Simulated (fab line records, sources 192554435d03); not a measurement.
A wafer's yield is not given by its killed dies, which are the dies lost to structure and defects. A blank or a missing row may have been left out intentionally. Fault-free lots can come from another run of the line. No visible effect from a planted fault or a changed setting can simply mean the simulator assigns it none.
fab line records -- flow n5-finfet
[record] lots = 12, wafers = 34, last-day = 19
route steps=1938 shown DUMMY_GATE@245 SPACER0@259 PASSIVATION@1936
lots with no fault: from the same line, run without faults
start-h: the number of hours between the record's first day and the start of the first shown wafer of the lot -- wait-h: how many hours have passed since the lot's step before this one -- " as in the row above -- L1.1+2: a single row standing in for several wafers -- - either no value or no given start -- * or withheld: withheld -- < > ~ a bound
route shown NAME@n: NAME is a module with steps in the file, n the number in the route of the first one -- usual: mean and standard deviation over wafers with no fault -- same: alike in all rows -- chamber/n: place in a boat -- sites: each site's reading -- _std_site: the standard deviation of these -- _edge_site: inner sites' mean taken away from outer sites' mean -- radius-mm: how far each site lies from the wafer's centre -- mask NAME#n: copy n -- behind: the tool/chamber that last shaped the wafer -- hold: the reason the lot was held/the length of the hold in hours/how it ended -- device: the n, p or np transistor that did not switch -- end of line: the tests these same wafers got at the end of their route -- a step given without rows: its recipe and nothing more -- killed: count of dies lost to structure and defects at first sort (not the wafer's yield) -- map: a wafer's dies, marking killed ones x, the rest . and places with no die _
set.NAME: the run value of the setting; set.NAME@STEP: its run value at that earlier step -- model.NAME: the simulator's own value behind a step, which no gauge read
one table for each step of the route and one row for each wafer, over a sample of lots
services: the hour from which a tool's chamber was out of use, counted from the record's first day as start-h (under 0 if before that day), plus the number of hours and why
[[steps]]
[step N5_DUMMY_GATE_HM_OPEN_21]
[recipe] chemistry = CH3F/O2, target = SiNx, target-depth-a = 1200, Ar_flow_sccm = 150, CH3F_flow_sccm = 30, O2_flow_sccm = 23, time-s = 171.4, pressure-mtorr = 30, source-w = 395, bias-w = 73, ion-energy-ev = 120.7
[usual] drypump-motor-current-A = 5.7/0.37, oes-product-au = 0.77/0.067, rf-vpp-V = 300/4.3, showerhead-plenum-p-Torr = 2.02/0.067, throttle-valve-pct = 16.61/0.23
[same] time-s = 171.4
lot.wafer,tool,chamber,start-h,wait-h,drypump-motor-current-A,oes-product-au,rf-hours-counter-h,rf-vpp-V,showerhead-plenum-p-Torr,throttle-valve-pct
L711.2,rie-diel-01,2,52.86,0.0,5.5,0.77,128,300,2.09,16.67
L711.3,rie-diel-01,0,52.86,0.0,5.7,0.75,149,298,2.03,16.67
L711.6,rie-diel-01,0,52.86,0.0,5.7,0.76,-,301,2.03,16.67
L712.2,rie-diel-01,0,53.18,0.0,5.7,0.75,149,299,2.03,16.68
L712.3,rie-diel-01,1,53.18,0.0,6.0,0.77,148,301,2.02,16.68
L712.5,rie-diel-01,0,53.18,0.0,5.7,0.75,-,298,2.03,16.68
L713.1,rie-diel-01,0,62.74,0.0,5.7,0.75,151,299,2.03,16.69
L713.4,rie-diel-01,2,62.74,0.0,5.5,0.78,-,300,2.09,16.70
L713.5,rie-diel-01,0,62.74,0.0,5.7,0.75,-,298,2.03,16.67
L715.1,rie-diel-02,1,78.12,0.0,5.6,0.75,154,304,2.10,16.61
L715.2,rie-diel-02,2,78.12,0.0,5.7,0.74,166,291,2.02,16.75
L715.3,rie-diel-02,3,78.12,0.0,5.0,0.69,244,303,1.92,17.04
L716.2,rie-diel-01,3,79.64,0.0,6.4,0.76,152,302,1.93,16.46
L716.4,rie-diel-01,2,79.64,0.0,5.5,0.77,138,299,2.09,16.70
L716.6,rie-diel-01,3,79.64,0.0,6.4,0.75,-,302,1.93,16.47
L718.2,rie-diel-01,2,87.76,0.0,5.5,0.76,139,300,2.09,16.71
L718.3,rie-diel-01,0,87.76,0.0,5.8,0.75,157,299,2.03,16.68
L718.5,rie-diel-01,0,87.76,0.0,5.8,0.75,-,298,2.03,16.69
L717.1,rie-diel-03,3,89.81,0.0,5.5,0.76,168,293,2.02,16.79
L717.2,rie-diel-03,1,89.81,0.0,5.9,0.71,228,305,1.90,16.84
L717.6,rie-diel-03,2,89.81,0.0,5.3,0.79,-,298,2.02,16.68
L723.2,rie-diel-01,0,119.52,0.0,5.8,0.73,167,298,2.03,16.69
L723.3,rie-diel-01,3,119.52,0.0,6.4,0.75,163,302,1.92,16.48
L723.4,rie-diel-01,2,119.52,0.0,5.5,0.74,149,300,2.08,16.75
L724.1,rie-diel-03,1,126.27,0.0,5.9,0.71,239,307,1.90,16.86
L724.2,rie-diel-03,3,126.27,0.0,5.5,0.74,180,295,2.01,16.80
L724.6,rie-diel-03,3,126.27,0.0,5.4,0.74,-,295,2.01,16.83
L725.2,rie-diel-02,1,133.58,0.0,5.6,0.74,173,304,2.10,16.67
L725.5,rie-diel-02,3,133.58,0.0,5.0,0.99,-,306,2.17,16.56
L725.6,rie-diel-02,0,133.58,0.0,5.8,0.87,-,302,1.98,16.07
L729.2,rie-diel-02,1,159.92,0.0,5.6,0.72,181,302,2.09,16.68
L729.5,rie-diel-02,2,159.92,0.0,5.7,0.72,-,290,2.01,16.80
L734.1,rie-diel-02,2,186.54,0.0,5.6,0.72,196,292,2.01,16.81
L734.5,rie-diel-02,3,186.54,0.0,5.1,0.94,-,308,2.17,16.56
[step N5_DUMMY_GATE_ETCH_42]
[recipe] chemistry = CHF3/O2, target = SiO2, target-depth-a = 35, time-s = 31, ion-energy-ev = 30, bias-w = 12, pressure-mtorr = 30, source-w = 600, Ar_flow_sccm = 200, CHF3_flow_sccm = 50, O2_flow_sccm = 5
[usual] drypump-motor-current-A = 5.7/0.35, oes-product-au = 0.77/0.067, rf-vpp-V = 42.5/0.76, showerhead-plenum-p-Torr = 2.41/0.073, throttle-valve-pct = 18.94/0.23
[same] time-s = 31
lot.wafer,tool,chamber,start-h,wait-h,drypump-motor-current-A,oes-product-au,rf-hours-counter-h,rf-vpp-V,showerhead-plenum-p-Torr,throttle-valve-pct
L711.2,rie-diel-02,0,53.30,0.1,5.8,0.91,15,42.0,2.37,18.36
L711.3,rie-diel-02,1,53.30,0.1,5.6,0.76,148,41.9,2.51,18.94
L711.6,rie-diel-02,1,53.30,0.1,5.6,0.75,-,42.2,2.51,18.94
L712.2,rie-diel-01,2,53.59,0.0,5.5,0.77,129,42.5,2.50,19.06
L712.3,rie-diel-01,0,53.59,0.0,5.8,0.75,149,43.5,2.42,18.97
L712.5,rie-diel-01,2,53.59,0.0,5.5,0.78,-,43.5,2.50,19.05
L713.1,rie-diel-01,3,63.15,0.0,6.5,0.76,147,41.1,2.30,18.76
L713.4,rie-diel-01,3,63.15,0.0,6.4,0.76,-,43.1,2.30,18.76
L713.5,rie-diel-01,0,63.15,0.0,5.7,0.75,-,43.4,2.42,18.98
L715.1,rie-diel-03,3,78.53,0.0,5.5,0.76,165,41.9,2.41,19.12
L715.2,rie-diel-03,1,78.53,0.0,5.9,0.72,225,42.5,2.28,19.18
L715.3,rie-diel-03,2,78.53,0.0,5.4,0.79,111,42.3,2.41,19.01
L716.2,rie-diel-03,2,80.05,0.0,5.3,0.79,112,43.0,2.41,19.01
L716.4,rie-diel-03,0,80.05,0.0,5.4,0.76,149,42.8,2.42,18.87
L716.6,rie-diel-03,3,80.05,0.0,5.5,0.76,-,42.6,2.41,19.10
L718.2,rie-diel-02,3,88.17,0.0,5.0,0.67,246,43.6,2.29,19.33
L718.3,rie-diel-02,0,88.17,0.0,5.8,0.90,23,42.7,2.37,18.36
L718.5,rie-diel-02,1,88.17,0.0,5.6,0.75,-,42.1,2.51,18.96
L717.1,rie-diel-01,1,90.23,0.0,6.1,0.75,156,43.2,2.41,19.04
L717.2,rie-diel-01,0,90.23,0.0,5.7,0.74,158,42.9,2.42,18.98
L717.6,rie-diel-01,1,90.23,0.0,6.0,0.76,-,41.9,2.41,19.05
L723.2,rie-diel-01,2,119.93,0.0,5.5,0.75,149,41.9,2.49,19.09
L723.3,rie-diel-01,0,119.93,0.0,5.7,0.74,167,43.3,2.41,19.02
L723.4,rie-diel-01,1,119.93,0.0,6.0,0.74,167,42.2,2.41,19.05
L724.1,rie-diel-02,1,126.78,0.1,5.6,0.73,171,40.9,2.50,19.00
L724.2,rie-diel-02,0,126.78,0.1,5.8,0.88,37,42.1,2.36,18.37
L724.6,rie-diel-02,3,126.78,0.1,5.0,1.00,-,42.8,2.58,18.88
L725.2,rie-diel-02,2,133.99,0.0,5.7,0.73,182,42.8,2.40,19.12
L725.5,rie-diel-02,0,133.99,0.0,5.8,0.87,-,43.0,2.36,18.39
L725.6,rie-diel-02,1,133.99,0.0,5.6,0.74,-,43.1,2.50,18.99
L729.2,rie-diel-01,1,160.33,0.0,6.1,0.74,177,42.6,2.41,19.08
L729.5,rie-diel-01,0,160.33,0.0,5.7,0.72,-,42.7,2.41,19.04
L734.1,rie-diel-03,0,186.95,0.0,5.4,0.74,182,42.1,2.41,18.94
L734.5,rie-diel-03,3,186.95,0.0,5.5,0.73,-,41.9,2.39,19.18
[step N5_SPACER0_ALD_00]
[recipe] material = SiOCN, target-thk-a = 35, temp-c = 400, ald-precursor-family = alkyl-aminosilane, ald-co-reactant = O2/N2-plasma, pulse-time-s = 3, purge-time-s = 2, co-reactant-purge-time-s = 2, ald-cycles = 58, pressure-torr = 2
[usual] ald-cycles = 58/0, heater-power-w = 780/85, precursor-pulse-height-rel = 1.002/0.018
lot.wafer,tool,chamber,start-h,wait-h,ald-cycles,heater-power-w,precursor-pulse-height-rel
L711.2,ald-sin-02,3,53.94,0.1,58,812,1.046
L711.3,ald-sin-02,2,53.94,0.1,58,723,1.011
L711.6,ald-sin-02,0,53.94,0.1,58,699,0.993
L712.2,ald-sin-02,0,54.47,0.1,58,685,0.998
L712.3,ald-sin-02,3,54.47,0.1,58,812,0.981
L712.5,ald-sin-02,0,54.47,0.1,58,670,1.006
L713.1,ald-sin-04,3,63.57,0.1,58,971,1.031
L713.4,ald-sin-04,1,63.57,0.1,58,766,0.983
L713.5,ald-sin-04,0,63.57,0.1,58,720,0.987
L715.1,ald-sin-02,3,79.15,0.1,58,812,0.992
L715.2,ald-sin-02,0,79.15,0.1,58,663,0.969
L715.3,ald-sin-02,1,79.15,0.1,58,740,0.991
L716.2,ald-sin-02,0,80.47,0.1,58,683,1.041
L716.4,ald-sin-02,1,80.47,0.1,58,743,0.998
L716.6,ald-sin-02,3,80.47,0.1,58,808,0.998
L718.2,ald-sin-02,0,88.59,0.1,58,672,0.977
L718.3,ald-sin-02,2,88.59,0.1,58,729,1.027
L718.5,ald-sin-02,1,88.59,0.1,58,754,0.998
L717.1,ald-sin-02,2,92.52,0.1,58,718,1.011
L717.2,ald-sin-02,3,92.52,0.1,58,819,1.034
L717.6,ald-sin-02,3,92.52,0.1,58,803,1.022
L723.2,ald-sin-02,0,120.36,0.1,58,683,0.992
L723.3,ald-sin-02,1,120.36,0.1,58,772,1.001
L723.4,ald-sin-02,3,120.36,0.1,58,825,1.010
L724.1,ald-sin-04,0,128.67,0.1,58,723,1.015
L724.2,ald-sin-04,3,128.67,0.1,58,973,1.012
L724.6,ald-sin-04,3,128.67,0.1,58,989,0.997
L725.2,ald-sin-04,1,134.84,0.1,58,793,0.999
L725.5,ald-sin-04,1,134.84,0.1,58,778,1.006
L725.6,ald-sin-04,0,134.84,0.1,58,734,1.003
L729.2,ald-sin-02,2,160.75,0.1,41,725,1.022
L729.5,ald-sin-02,3,160.75,0.1,58,820,0.990
L734.1,ald-sin-02,1,188.28,0.1,41,756,1.012
L734.5,ald-sin-02,3,188.28,0.1,58,819,1.029
[step N5_SPACER0_ALD_08]
[recipe] material = SiNx, target-thk-a = 20, temp-c = 400, ald-precursor-family = SiH2I2, ald-co-reactant = N2/H2-plasma, pressure-torr = 2
[usual] heater-power-w = 781/86
lot.wafer,tool,chamber,start-h,wait-h,heater-power-w
L711.2,ald-sin-02,3,54.19,0.1,814
L711.3,ald-sin-02,2,54.19,0.1,707
L711.6,ald-sin-02,0,54.19,0.1,666
L712.2,ald-sin-02,0,54.73,0.1,675
L712.3,ald-sin-02,3,54.73,0.1,809
L712.5,ald-sin-02,0,54.73,0.1,678
L713.1,ald-sin-04,3,63.83,0.1,958
L713.4,ald-sin-04,1,63.83,0.1,759
L713.5,ald-sin-04,0,63.83,0.1,736
L715.1,ald-sin-02,3,79.40,0.1,816
L715.2,ald-sin-02,0,79.40,0.1,680
L715.3,ald-sin-02,1,79.40,0.1,765
L716.2,ald-sin-02,0,80.73,0.1,683
L716.4,ald-sin-02,1,80.73,0.1,762
L716.6,ald-sin-02,3,80.73,0.1,835
L718.2,ald-sin-02,0,88.85,0.1,658
L718.3,ald-sin-02,2,88.85,0.1,713
L718.5,ald-sin-02,1,88.85,0.1,755
L717.1,ald-sin-02,2,92.78,0.1,713
L717.2,ald-sin-02,3,92.78,0.1,819
L717.6,ald-sin-02,3,92.78,0.1,817
L723.2,ald-sin-02,0,120.62,0.1,668
L723.3,ald-sin-02,1,120.62,0.1,768
L723.4,ald-sin-02,3,120.62,0.1,794
L724.1,ald-sin-04,0,128.93,0.1,706
L724.2,ald-sin-04,3,128.93,0.1,970
L724.6,ald-sin-04,3,128.93,0.1,981
L725.2,ald-sin-04,1,135.09,0.1,764
L725.5,ald-sin-04,1,135.09,0.1,760
L725.6,ald-sin-04,0,135.09,0.1,718
L729.2,ald-sin-02,2,161.01,0.1,731
L729.5,ald-sin-02,3,161.01,0.1,825
L734.1,ald-sin-02,1,188.53,0.1,762
L734.5,ald-sin-02,3,188.53,0.1,810
[step N5_PASSIVATION_PROBE_49]
[usual] killed_at_M0_to_M3 = 36/11, killed_at_M4_up = 14/5.2, killed-at-contacts = 12/6.1, killed-at-front-end = 40/12, killed-at-other = 3.2/2.5, killed-dies = 105/16, killed-open = 68/12, killed-short = 35/8.7
[same] gross-dies = 1180, killed-at-back-side = 0
lot.wafer,tool,chamber,start-h,wait-h,killed_at_M0_to_M3,killed_at_M4_up,killed-at-contacts,killed-at-front-end,killed-at-other,killed-dies,killed-open,killed-short
L729.2,prober-02,-,434.44,0.1,30,17,9,54,2,112,73,34
// killed by level:class
L729.2 DUMMY_GATE:geometric-particle:open=12 FIN_SAQP:geometric-particle:short=11 BEOL_M3:geometric-particle:open=9 MOL_CONTACT_COAG:geometric-particle:open=8 FIN_SAQP:geometric-particle:open=7 BEOL_M2:geometric-particle:open=6 BEOL_M0_SAQP:geometric-particle:short=5 BEOL_M1:geometric-particle:open=5
[[services]]
tool,chamber,start-h,hours,kind
rie-diel-03,3,40.81,3.0,repair
ald-sin-02,1,52.60,10.5,repair
ald-sin-02,2,56.36,11.4,repair
rie-diel-01,1,60.30,3.8,repair
rie-diel-03,2,73.79,3.4,repair
rie-diel-02,2,88.89,6.0,repair
rie-diel-03,0,96.09,2.1,repair
rie-diel-02,3,99.93,-,clean
rie-diel-02,3,99.93,-,consumable-replace:focus-ring
rie-diel-02,3,99.93,-,consumable-replace:showerhead
rie-diel-02,3,99.93,17.9,scheduled-down
rie-diel-02,3,99.93,17.9,vent-cycle
ald-sin-04,-,118.54,6.1,pm
rie-diel-03,1,123.37,2.8,repair
rie-diel-01,1,129.06,5.2,repair
rie-diel-01,1,149.61,2.3,repair
rie-diel-01,2,150.61,2.8,repair
rie-diel-03,1,161.54,-,clean
rie-diel-03,1,161.54,-,consumable-replace:focus-ring
rie-diel-03,1,161.54,-,consumable-replace:showerhead
rie-diel-03,1,161.54,15.7,scheduled-down
rie-diel-03,1,161.54,15.7,vent-cycle
ald-sin-02,3,171.92,2.8,repair
[[key]]
[first-sign] step = N5_SPACER0_ALD_00, reading = ald-cycles, direction = down, sigmas = 99+, usual = *, struck = *
effect none on later readings
met-at N5_SPACER0_ALD_00
struck-lots L729,L734
struck-wafers L729.2,L734.1
tester-left-out L729,L734
not-acting-at N5_DUMMY_GATE_HM_OPEN_21,N5_DUMMY_GATE_ETCH_42,N5_SPACER0_ALD_08
onset-between 120.36 160.75
[fault] kind = process-parameter-drift, tool = ald-sin-02, chamber = -, onset-h = 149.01, steps = N5_SPACER0_ALD_00, channel = ald-cycles, offset = *, shape = step, end-h = 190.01, scope = struck-wafers-only, acts-in = *, stated = *
// tester-left-out: of these lots the tester's yield and bins aren't shown, on N5 and GAA mostly nor the transistor test; their killed dies are dies lost to structure and defects alone, not to doping, threshold or leakage, so they don't give the yield
